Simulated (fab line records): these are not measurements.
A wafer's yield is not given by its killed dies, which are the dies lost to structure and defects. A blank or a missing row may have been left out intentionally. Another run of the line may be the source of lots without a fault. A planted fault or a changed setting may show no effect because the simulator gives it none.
Which of the tools did it? -- flow n5-finfet -- 30 wafers from 10 lots sampled at 3 of the route's 1938 steps

## WHAT THE GAUGES READ, wafer by wafer
N5_BEOL_M13_CD_MEAS_10: the cd target is 190 nm.
lot,measured,on,cd-nm (nm)
L706,day 10 12:57,cd-sem-01,190.8 192.0 191.2
L708,day 11 04:12,cd-sem-03,188.1 187.8 187.6
L710,day 11 18:13,cd-sem-03,191.0 190.4 191.0
L713,day 12 11:37,cd-sem-01,187.7 189.2 189.1
L715,day 12 23:28,cd-sem-01,191.1 190.0 190.3
L718,day 13 10:41,cd-sem-01,187.1 190.0 190.0
L726,day 15 14:50,cd-sem-02,191.0 191.3 190.1
L727,day 15 21:15,cd-sem-03,191.1 190.0 190.0
L728,day 16 02:46,cd-sem-02,189.7 189.8 187.7
L729,day 16 12:43,cd-sem-02,191.7 191.2 192.1

N5_BEOL_M13_INSPECT_30: inspects for defects (macro).
lot,measured,on,raw-defect-count
L706,day 10 13:58,defect-inspect-01,4 2 1
L708,day 11 05:22,defect-inspect-01,3 1 1
L710,day 11 19:20,defect-inspect-02,1 1 0
L713,day 12 13:01,defect-inspect-02,1 1 2
L715,day 13 00:49,defect-inspect-01,>300 >300 >300
L718,day 13 11:41,defect-inspect-02,>300 >300 >300
L726,day 15 16:00,defect-inspect-01,4 1 2
L727,day 15 22:15,defect-inspect-02,0 4 4
L728,day 16 03:46,defect-inspect-02,3 3 0
L729,day 16 13:46,defect-inspect-02,1 2 3

## EACH LOT AND THE TOOL THAT RAN IT (in order: tool; ch and the chambers of the sampled wafers; start)
lot,N5_BEOL_M13_ETCH_59
L706,"rie-diel-04 ch 0,2,3, day 10 13:05"
L708,"rie-diel-01 ch 1,2, day 11 04:19"
L710,"rie-diel-01 ch 1,2,3, day 11 18:20"
L713,"rie-diel-03 ch 2,3, day 12 12:01"
L715,"rie-diel-01 ch 0,1, day 12 23:47"
L718,"rie-diel-01 ch 0,1, day 13 10:49"
L726,"rie-diel-03 ch 0,1,2, day 15 14:58"
L727,"rie-diel-03 ch 1,2, day 15 21:22"
L728,"rie-diel-01 ch 0,1,3, day 16 02:53"
L729,"rie-diel-03 ch 0,2,3, day 16 12:50"
- N5_BEOL_M13_ETCH_59: etches BARC in N2/H2, target depth 89 nm, overetch 26.7 nm, time 67.9 s.

## AS READ BY THE TOOLS THEMSELVES (means over the sampled wafers that have a number; for cases with no such wafer, the mark the record gives instead)
N5_BEOL_M13_ETCH_59.
lot,tool,drypump-motor-current-A (A),oes-product-au (a.u.),rf-vpp-V (V),showerhead-plenum-p-Torr (Torr),throttle-valve-pct (%)
L706,rie-diel-04,5.5,0.60,522.5,2.51,18.04
L708,rie-diel-01,6.1,0.69,524.4,2.56,17.69
L710,rie-diel-01,6.0,0.65,522.1,2.51,17.83
L713,rie-diel-03,5.4,0.62,524.7,2.55,18.03
L715,rie-diel-01,5.8,0.74,524.8,2.57,17.61
L718,rie-diel-01,5.8,0.73,525.0,2.57,17.61
L726,rie-diel-03,5.6,0.60,523.4,2.52,18.21
L727,rie-diel-03,5.7,0.61,522.3,2.47,18.15
L728,rie-diel-01,5.7,0.67,523.5,2.51,17.79
L729,rie-diel-03,5.5,0.60,523.4,2.55,18.17

## THE ANSWER, worked out from the rows above alone
Rule: what is usual is taken from the lots themselves. Put in order of their means at a reading, lots are off if they are a third of the lots or fewer, leave a main group of 4 or more, and stand apart from it by a gap of 3 or more times the standard deviation of the main group's means; of several such gaps the widest counts. A main group is skipped when, at the precision printed for the reading in the tables above, its means are all equal. Also off: a lot with no number at a reading for which 4 or more lots have one. Any other lot the step has rows for is counted as sound. The gauges are gone through in route order, then the tools' own readings, and for those a lot's mean is taken as printed above. The first step at which some lot is off is used, and at that step the reading that is off furthest; a lot without a number counts as furthest.
Off, at N5_BEOL_M13_INSPECT_30 on raw-defect-count: L715, L718. Without a number there: L715, L718. The main group: mean 1.9, standard deviation 0.6.
If a tool, at a process step before that reading, ran all the lots that are off and no sound lot after the first of them, it fits. Gauges at N5_BEOL_M13_INSPECT_30: tried the same way as those tools. Of those tried, none fits.

## WHAT THE SIMULATOR HAD INSERTED
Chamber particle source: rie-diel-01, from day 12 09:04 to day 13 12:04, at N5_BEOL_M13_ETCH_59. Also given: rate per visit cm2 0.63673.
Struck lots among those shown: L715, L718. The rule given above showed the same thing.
